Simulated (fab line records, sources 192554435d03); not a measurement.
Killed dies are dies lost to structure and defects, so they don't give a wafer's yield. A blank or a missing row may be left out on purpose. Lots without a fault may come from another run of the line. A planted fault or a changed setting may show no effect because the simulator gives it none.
A struck lot beside a sound one | flow n5_finfet | 20 steps out of a route of 1938
Sound: wafers L706.4, L706.5, L706.6. Struck: wafers L714.1, L714.2, L714.6. The cause comes at the end.
At each step with rows: each side's tool, then ch and its chambers, then its first start. Under that, the readings that differ: sound wafers | struck wafers | difference of the means | sigmas: that difference in standard deviations of wafers without a fault.
alike: readings whose means differ by less than 2 such deviations, and words and numbers that are the same on both sides. not compared: withheld readings, readings that some wafer has no value for, bounds like >300 that may hide the same value, and numbers for which the record gives no deviation and whose values overlap.
The two part at a step that has a row with sigmas, a row that says differs or no value, or rows on one side only. Numbers that don't overlap but have no deviation are shown without sigmas and don't part them. A reading that every wafer of one side lacks parts them only if that side has two wafers or more.

N5_BEOL_M13_ETCH_59: etches BARC in N2/H2, target depth 89 nm, overetch 26.7 nm, time 67.9 s.
  sound on rie_diel-03 ch 1,2,3, day 12 06:14; struck on rie_diel-01 ch 0,2,3, day 15 07:05
  reading                     | sound          | struck         | difference | sigmas
  drypump_motor_current_A (A) | 5.2 5.1 5.8    | 6.4 6.1 6.1    | +0.8       | +2
  oes_product_au (a.u.)       | 0.63 0.83 0.78 | 0.61 0.59 0.61 | -0.14      | -2
  alike: bias_w, rf_fwd_power_W, rf_vpp_V, showerhead_plenum_p_Torr, throttle_valve_pct
  not compared: rf_hours_counter_h
N5_BEOL_M13_VIA_ETCH_16: etches SiOC in C4F8/O2/Ar, target depth 921.7 nm.
  sound on rie_diel-03 ch 1,2,3, day 12 06:18; struck on rie_diel-01 ch 0,2,3, day 15 07:08
  reading               | sound          | struck         | difference | sigmas
  oes_product_au (a.u.) | 0.66 0.90 0.83 | 0.63 0.61 0.64 | -0.17      | -2
  alike: bias_w, drypump_motor_current_A, rf_fwd_power_W, rf_vpp_V, showerhead_plenum_p_Torr, throttle_valve_pct
N5_BEOL_M13_STRIP_63: strips in N2/H2.
  sound on plasma_asher-01 ch 0,1, day 12 06:34; struck on plasma_asher-01 ch 0,1, day 15 07:22
  alike: drypump_motor_current_A, heater_power_w, oes_product_au, strip_time_to_endpoint_s, temp_c
  not compared: rf_hours_counter_h
N5_BEOL_M13_STRIP_64: strips in N2/H2.
  sound on plasma_asher-01 ch 0,1, day 12 06:37; struck on plasma_asher-01 ch 0,1, day 15 07:26
  alike: drypump_motor_current_A, heater_power_w, oes_product_au, strip_time_to_endpoint_s, temp_c
  not compared: rf_hours_counter_h
then, 2 steps without rows for these wafers: N5_BEOL_M13_STRIP_71 (strips in post etch residue remover, time 60 s); N5_BEOL_M13_SRD_72 (time 30 s, dry time 30 s).
N5_BEOL_M13_CD_MEAS_17: target cd 190 nm.
  sound on cd_sem-02, day 12 06:46; struck on cd_sem-03, day 15 07:35
  alike: cd_nm
then, 5 steps without rows for these wafers: N5_BEOL_M13_COAT_65 (time 60 s, resist thk 350 nm); N5_BEOL_M13_COAT_66 (time 60 s, resist thk 110 nm); N5_BEOL_M13_COAT_22 (resist thk 300 nm); N5_BEOL_M13_EBR_24; N5_BEOL_M13_SOFTBAKE_23 (time 60 s).
N5_BEOL_M13_EXPOSE_25: exposes mask M13, target cd 210 nm.
  sound on krf_scanner-01 ch 0, day 12 06:56; struck on krf_scanner-01 ch 0, day 15 07:52
  reading                          | sound       | struck         | difference | sigmas
  model.BEOL_M13.overlay_x_nm (nm) | 2.4 2.4 2.4 | 31.8 31.8 31.8 | +29.4      |
  alike: mask, reticle_temp_C
then, 3 steps without rows for these wafers: N5_BEOL_M13_PEB_26 (peb time 90 s); N5_BEOL_M13_DEVELOP_27 (develop time 45 s); N5_BEOL_M13_HARDBAKE_32 (time 120 s).
N5_BEOL_M13_CD_MEAS_28: target cd 209.5 nm.
  sound on cd_sem-01 ch 0, day 12 07:05; struck on cd_sem-02 ch 0, day 15 08:02
  alike: cd_nm
N5_BEOL_M13_OVL_MEAS_29:
  sound on overlay-01 ch 0, day 12 07:07; struck on overlay-02 ch 0, day 15 08:04
  reading      | sound | struck   | difference | sigmas
  M13_OVL (nm) | 2 7 9 | 34 32 33 | +27        | +4
N5_BEOL_M13_INSPECT_30: inspects for defects (macro).
  sound on defect_inspect-02, day 12 07:08; struck on defect_inspect-02, day 15 08:05
  alike: raw_defect_count
N5_PASSIVATION_PROBE_49:
  sound on prober-01, day 13 10:48; struck on prober-02, day 16 11:35
  reading                 | sound          | struck         | difference | sigmas
  sort_bin_4_leakage (%)  | 0 0 0          | 1.44 0 0       | +0.48      | +3
  sort_bin_5_function (%) | 4.4 5.5 5.2    | 8.0 7.0 6.1    | +2.0       | +2
  sort_n_pass             | 1086 1055 1088 | 1008 1048 1060 | -38        | -2
  sort_yield_pct (%)      | 92.0 89.4 92.2 | 85.4 88.8 89.8 | -3.2       | -2
  alike: defect_limited_yield, killed_at_M0_to_M3, killed_at_M4_up, killed_at_contacts, killed_at_front_end, killed_at_other, killed_dies, killed_open, killed_short, sort_bin_6_memory, sort_bin_8_speed

WHERE THEY PART
First at N5_BEOL_M13_ETCH_59; last, within this record, at N5_PASSIVATION_PROBE_49.

WHY: what the simulator had put in
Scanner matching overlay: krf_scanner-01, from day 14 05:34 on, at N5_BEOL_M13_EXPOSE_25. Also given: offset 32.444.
